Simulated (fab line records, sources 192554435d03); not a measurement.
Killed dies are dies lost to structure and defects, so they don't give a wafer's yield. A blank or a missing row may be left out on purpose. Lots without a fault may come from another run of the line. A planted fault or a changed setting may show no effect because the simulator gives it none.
fab line records | flow n5_finfet
record lots=3 wafers=9 last_day=18
route steps=1938 shown MOL_CONTACT_COAG@551 BEOL_M4@1111
lots that met no fault: from a run of the same line without faults
start_h: hours from the record's first day to the start of the lot's first wafer shown | wait_h: hours since the lot's step before | " the same as in the row above | L1.1+2: a row that stands for several wafers | - no value, or no start given | * or withheld: withheld | < > ~ a bound
route shown NAME@n: a module of which the file shows steps, and the number in the route of the first | usual: mean/standard deviation of fault-free wafers | same: alike in all rows | chamber/n: place in a boat | sites: the reading at each site | _std_site: their standard deviation | _edge_site: outer sites' mean less inner sites' | radius_mm: how far each site lies from the wafer's centre | mask NAME#n: copy n | behind: the tool/chamber that last shaped the wafer | hold: why the lot was held/for how many hours/how that ended | device: the transistor (n, p or np) that didn't switch | end of line: the same wafers' tests at the end of the route | a step without rows: its recipe alone | killed: dies lost to structure and defects at the first sort, not the wafer's yield | map: a wafer's dies, x killed, . not, _ none there
set.NAME: the setting as run; set.NAME@STEP: as run at that earlier step | model.NAME: the simulator's own value behind a step, which no gauge read
lots at some steps of the route; a table a step, a row a wafer
services: from which hour (start_h, from the record's first day; less than 0 if before it) a tool's chamber was out of use, for how many hours, and why
## steps
# step N5_MOL_CONTACT_COAG_SPUTTER_130
# recipe material=Co target_thk_a=475 temp_c=25 chamber_pressure_pa=0.5 power_w=3000
# step N5_MOL_CONTACT_COAG_PRECLEAN_125
# recipe chemistry=DIW time_s=57.5 temp_c=23
# step N5_MOL_CONTACT_COAG_SRD_126
# recipe dry_time_s=32 dry=n2_spin spin_rpm=1500
# step N5_MOL_CONTACT_COAG_CMP_23
# recipe stop_on=SiO2 t_overpolish_s=1.5 post_cmp_clean=cu_alkaline down_force_psi=2 platen_rpm=50.289 pad_velocity_m_s=1.0006 target_thk_nm=0
# step N5_MOL_CONTACT_COAG_WET_ETCH_26
# recipe target=Co target_depth_nm=13
# step N5_MOL_CONTACT_COAG_WET_ETCH_116
# recipe chemistry=SC1-inhibited target_depth_nm=4.6 dry=ipa_marangoni rinse_time_s=30 rinse_temp_c=23
# step N5_MOL_CONTACT_COAG_ALD_27
# recipe material=SiOC target_thk_a=170 temp_c=400 ald_precursor_family=carbosiloxane ald_co_reactant=H2-plasma pulse_time_s=1.5 time_s=2720 purge_time_s=2 co_reactant_purge_time_s=2 ald_cycles=340 pressure_torr=2
# step N5_MOL_CONTACT_COAG_CMP_28
# recipe stop_on=SiNx t_overpolish_s=0.85 post_cmp_clean=alkaline_brush down_force_psi=4.15 platen_rpm=51.8 pad_velocity_m_s=1.0307 target_thk_nm=14.522
# step N5_MOL_CONTACT_COAG_ALD_123
# recipe material=SiNx target_thk_a=50 temp_c=400 ald_precursor_family=SiH2I2 ald_co_reactant=N2/H2-plasma pulse_time_s=1 purge_time_s=2 co_reactant_purge_time_s=2 ald_cycles=100 pressure_torr=2
# step N5_MOL_CONTACT_COAG_PECVD_31
# recipe material=SiO2 target_thk_a=460 temp_c=400 precursor=TEOS/O2 pressure_torr=6.5 rf_w=withheld teos_flow_sccm=withheld gas=O2 flow_sccm=2650 time_s=8.9
# usual susceptor_temp_C=399.98/0.21
# columns lot.wafer tool chamber start_h wait_h susceptor_temp_C model.SiO2_of_MOL_CONTACT_COAG_PECVD_31.thk_nm
L837.1 pecvd-04 1 149.30 0.3 404.81 44.8
L837.3 " 0 " " 399.96 45.8
L837.4 " 1 " " 404.75 45
L845.2 pecvd-01 1 210.78 0.3 399.77 46.2
L845.3 " 2 " " 399.97 46.4
L845.5 " 0 " " 400.35 46.4
L851.2 pecvd-03 2 240.75 0.3 399.94 45.4
L851.3 " 1 " " 399.75 44.8
L851.5 " 1 " " 399.52 46.4
# step N5_MOL_CONTACT_COAG_COAT_75
# recipe resist=SOC temp_c=250 time_s=60 spin_rpm=1500 resist_thk_nm=60
# step N5_MOL_CONTACT_COAG_COAT_76
# recipe resist=SiARC temp_c=220 time_s=60 spin_rpm=1500 resist_thk_nm=10
# step N5_MOL_CONTACT_COAG_COAT_77
# recipe resist=underlayer temp_c=205 time_s=60 spin_rpm=1500 resist_thk_nm=10
# step N5_MOL_CONTACT_COAG_COAT_78
# recipe resist=CAR-EUV spin_rpm=1500 resist_thk_nm=40
# step N5_MOL_CONTACT_COAG_EBR_80
# recipe solvent=PGMEA ebr_width_mm=1.5
# step N5_MOL_CONTACT_COAG_SOFTBAKE_79
# recipe temp_c=110 time_s=60 resist=CAR-EUV
# step N5_MOL_CONTACT_COAG_EXPOSE_81
# recipe mask_id=VG na=0.33 source_shape=annular sigma_inner=0.3 sigma_outer=0.7 polarization=unpolarized defocus_nm=0 dose_mj=59.5
# step N5_MOL_CONTACT_COAG_PEB_82
# recipe peb_temp_c=100 peb_time_s=60 resist=CAR-EUV
# step N5_MOL_CONTACT_COAG_DEVELOP_83
# recipe develop_time_s=30 developer=TMAH resist=CAR-EUV rinse_liquid=surfactant_rinse dry=air_spin dev_temp_c=23
# step N5_MOL_CONTACT_COAG_DESCUM_88
# recipe chemistry=O2 time_s=7 source_power_w=50 bias_power_w=20 pressure_mtorr=20 rf_frequency_hz=2.712e+07 temp_c=40 resist=CAR-EUV o2_flow_sccm=225
# step N5_MOL_CONTACT_COAG_ETCH_89
# recipe chemistry=N2/H2 target=underlayer target_depth_a=130 mask_material=CAR-EUV time_s=10.4 ion_energy_ev=200 pressure_mtorr=30 source_w=840 bias_w=150 n2_flow_sccm=200 h2_flow_sccm=200 ends=cleared
# step N5_MOL_CONTACT_COAG_ETCH_90
# recipe chemistry=CF4 target=SiARC target_depth_a=130 mask_material=CAR-EUV time_s=21.7 ion_energy_ev=80 pressure_mtorr=40 source_w=545 bias_w=36 Ar_flow_sccm=100 cf4_flow_sccm=100 ends=cleared
# step N5_MOL_CONTACT_COAG_ALD_131
# recipe material=SiO2 target_thk_a=50 temp_c=100 ald_precursor_family=BDEAS ald_co_reactant=O2-plasma pulse_time_s=1 co_reactant_pulse_time_s=1 purge_time_s=2 co_reactant_purge_time_s=2 ald_cycles=35 pressure_torr=2
# step N5_MOL_CONTACT_COAG_ETCHBACK_132
# recipe chemistry=CHF3 target=SiO2 target_depth_a=100 time_s=6.7 ion_energy_ev=200 pressure_mtorr=30 source_w=610 bias_w=170 Ar_flow_sccm=200 CHF3_flow_sccm=50
# step N5_MOL_CONTACT_COAG_ETCH_91
# recipe chemistry=N2/H2 target=SOC target_depth_a=600 overetch_a=210 mask_material=SiARC temp_c=40 time_s=101.2 ion_energy_ev=200 pressure_mtorr=30 source_w=840 bias_w=150 n2_flow_sccm=200 h2_flow_sccm=200
# step N5_MOL_CONTACT_COAG_STRIP_92
# recipe chemistry=N2/H2 temp_c=40 n2_flow_sccm=200 h2_flow_sccm=200 rf_frequency_hz=6e+07
# step N5_MOL_CONTACT_COAG_STRIP_93
# recipe chemistry=N2/H2 temp_c=40 n2_flow_sccm=200 h2_flow_sccm=200 rf_frequency_hz=6e+07
# step N5_MOL_CONTACT_COAG_ETCHBACK_135
# recipe chemistry=CHF3 target=SiO2 target_depth_a=250 time_s=16.7 ion_energy_ev=200 pressure_mtorr=30 source_w=610 bias_w=170 Ar_flow_sccm=200 CHF3_flow_sccm=50
# step N5_MOL_CONTACT_COAG_STRIP_118
# recipe chemistry=CHF3 resist=SiARC rf_frequency_hz=6e+07
# step N5_MOL_CONTACT_COAG_VIA_ETCH_46
# recipe chemistry=C4F6/O2 target_depth_a=460 overetch_a=92 mask_material=SOC target=SiO2 bias_w=455 pressure_mtorr=10 time_s=40 source_w=325 Ar_flow_sccm=300 C4F6_flow_sccm=10 O2_flow_sccm=10 ion_energy_ev=575.3 ends=end_point
# usual drypump_motor_current_A=5.8/0.33 oes_product_au=0.71/0.066 rf_vpp_V=1588/16 showerhead_plenum_p_Torr=2.83/0.1 throttle_valve_pct=40.9/0.33
# columns lot.wafer tool chamber start_h wait_h drypump_motor_current_A oes_product_au rf_hours_counter_h rf_vpp_V showerhead_plenum_p_Torr throttle_valve_pct model.etch.depth_nm
L837.1 rie_diel-03 3 150.35 0.0 5.9 0.68 154 1564 2.73 41.2 44.72
L837.3 " 0 " " 5.1 0.60 255 1610 2.79 40.9 45.8
L837.4 " 2 " " 5.5 0.69 - 1590 2.96 41.2 45.07
L845.2 rie_diel-04 3 212.28 0.0 5.6 0.74 52 1615 3.01 41.3 46.29
L845.3 " 0 " " 5.5 0.74 85 1566 2.76 40.6 46.31
L845.5 " 2 " " 5.6 0.66 - 1589 2.93 41.3 46.32
L851.2 rie_diel-01 3 241.82 0.0 5.8 0.67 141 1576 2.73 41.2 45.32
L851.3 " 2 " " 6.2 0.61 227 1589 2.81 40.8 44.85
L851.5 " 2 " " 6.2 0.63 - 1588 2.81 40.9 46.39
# step N5_MOL_CONTACT_COAG_STRIP_96
# recipe chemistry=N2/H2 power_w=500 temp_c=40 pressure_mtorr=50 rf_frequency_hz=6e+07 overash_fraction=0.3 bias_power_w=28 h2_frac=0.5 n2_flow_sccm=300 h2_flow_sccm=300
# step N5_MOL_CONTACT_COAG_ETCH_47
# recipe chemistry=CH3F/O2 target=SiNx target_depth_a=270 mask_material=SiO2 stop_on=W over_etch_frac=0.2 ion_energy_ev=120 endpoint=OES-CN pressure_mtorr=30 source_w=395 bias_w=73 Ar_flow_sccm=150 CH3F_flow_sccm=30 O2_flow_sccm=20 ends=end_point
# step N5_MOL_CONTACT_COAG_STRIP_119
# recipe chemistry=N2/H2 time_s=30 power_w=1000 temp_c=250 pressure_mtorr=withheld n2_flow_sccm=1750 h2_flow_sccm=3250
# step N5_MOL_CONTACT_COAG_PRECLEAN_144
# recipe chemistry=alkaline_clean temp_c=60 time_s=60 do_ppb=50
# step N5_MOL_CONTACT_COAG_SRD_145
# recipe dry=ipa_marangoni time_s=30 temp_c=23 rinse_liquid=diw
# step N5_MOL_CONTACT_COAG_CMP_52
# recipe stop_on=SiO2 t_overpolish_s=1.5 post_cmp_clean=w_dilute_nh4oh down_force_psi=4 platen_rpm=50.289 pad_velocity_m_s=1.0006 target_thk_nm=66.5
# usual motor_current_A=12.2/1.3 overpolish_run_s=1.500/0.0089 time_to_endpoint_s=13.1/2.2
# columns lot.wafer tool chamber start_h wait_h motor_current_A overpolish_run_s time_to_endpoint_s model.SiO2_of_MOL_CONTACT_COAG_PECVD_31.thk_nm
L837.4 cmp-04 1 152.81 0.4 12.5 1.500 9.0 43
L837.1 " 2 " " 13.2 1.495 11.0 42.6
L837.3 " 0 " " 10.1 1.490 7.4 43.8
L845.2 cmp-04 0 214.47 0.0 10.9 1.502 12.8 44.2
L845.3 " 1 " " 12.0 1.501 15.4 44.2
L845.5 " 1 " " 12.1 1.502 12.5 44.2
L851.3 cmp-01 1 245.19 0.0 12.8 1.503 11.5 42.8
L851.2 " 2 " " 10.9 1.506 13.3 43.2
L851.5 " 1 " " 11.5 1.501 14.0 44.4
# step N5_BEOL_M4_RC_MEAS_101
# usual DIBL_N=36.3/1.6 DIBL_P=36.5/1.6 IOFF_N=0.163/0.026 IOFF_P=0.22/0.033 ION_N=676/9.9 ION_P=464/6.5 SS_N=71.5/0.5 SS_P=73.3/0.64 VT_N=249.3/2.9 VT_P=-250/3.2
# columns lot.wafer tool chamber start_h wait_h DIBL_N[mV/V] DIBL_P[mV/V] IOFF_N[nA/um] IOFF_P[nA/um] ION_N[uA/um] ION_P[uA/um] SS_N[mV/dec] SS_P[mV/dec] VT_N[mV] VT_P[mV]
L837.1 prober-02 0 234.64 0.0 38.6 37.4 0.206 0.25 683 462 72.3 73.8 246.6 -247
L837.3 " 0 " " 37.5 36.7 0.191 0.25 694 471 71.6 73.3 244.8 -247
L837.4 " 0 " " 37.9 36.6 0.196 0.24 684 472 72.0 73.9 244.2 -247
L845.2 prober-01 0 287.39 0.2 38.8 38.5 0.192 0.26 680 466 71.7 73.6 248.1 -248
L845.3 " 0 " " 38.7 38.9 0.184 0.25 670 465 72.1 73.6 247.4 -249
L845.5 " 0 " " 38.1 38.0 0.178 0.23 683 469 71.0 74.0 248.4 -249
L851.2 prober-01 0 320.63 0.2 36.4 35.6 0.161 0.23 686 466 72.0 73.8 247.9 -248
L851.3 " 0 " " 36.5 35.7 0.180 0.24 687 467 71.3 73.3 248.0 -247
L851.5 " 0 " " 37.7 36.8 0.195 0.25 691 467 72.5 74.8 244.9 -246
## services
# columns tool chamber start_h hours kind
pecvd-04 - 130.61 2.8 pm
pecvd-01 - 131.39 2.0 repair
cmp-04 - 134.97 0.8 repair
rie_diel-03 1 136.58 - clean
rie_diel-03 1 136.58 - consumable_replace:focus_ring
rie_diel-03 1 136.58 23.6 scheduled_down
rie_diel-03 1 136.58 23.6 vent_cycle
cmp-01 - 139.81 3.7 pm
pecvd-01 2 144.48 5.0 scheduled_down
cmp-04 - 145.28 1.4 repair
rie_diel-04 1 154.12 31.9 repair
rie_diel-03 0 160.31 - clean
rie_diel-03 0 160.31 - consumable_replace:focus_ring
rie_diel-03 0 160.31 19.5 scheduled_down
rie_diel-03 0 160.31 19.5 vent_cycle
pecvd-04 0 166.73 2.1 scheduled_down
pecvd-01 0 168.39 5.5 scheduled_down
cmp-01 - 182.05 0.7 repair
cmp-04 - 191.68 0.3 repair
pecvd-03 2 202.38 - clean
rie_diel-01 1 203.47 7.2 repair
rie_diel-04 1 209.09 6.8 repair
rie_diel-03 2 212.85 15.3 repair
rie_diel-04 - 240.08 14.6 pm
## key
first_sign step=N5_MOL_CONTACT_COAG_PECVD_31 reading=susceptor_temp_C direction=up sigmas=23 usual=* struck=*
effect none on later readings
model_effect step=N5_MOL_CONTACT_COAG_PECVD_31 value=SiO2_of_MOL_CONTACT_COAG_PECVD_31.thk_nm without=46.2 struck=44.9
model_effect step=N5_MOL_CONTACT_COAG_VIA_ETCH_46 value=etch.depth_nm without=46.19 struck=44.89
model_effect step=N5_MOL_CONTACT_COAG_CMP_52 value=SiO2_of_MOL_CONTACT_COAG_PECVD_31.thk_nm without=44.2 struck=42.8
met_at N5_MOL_CONTACT_COAG_PECVD_31
struck_wafers L837.1,L837.4
fault kind=process_parameter_drift tool=pecvd-04 chamber=1 onset_h=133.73 steps=N5_MOL_CONTACT_COAG_PECVD_31 channel=temp_c offset=* shape=step end_h=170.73 acts_in=* stated=*
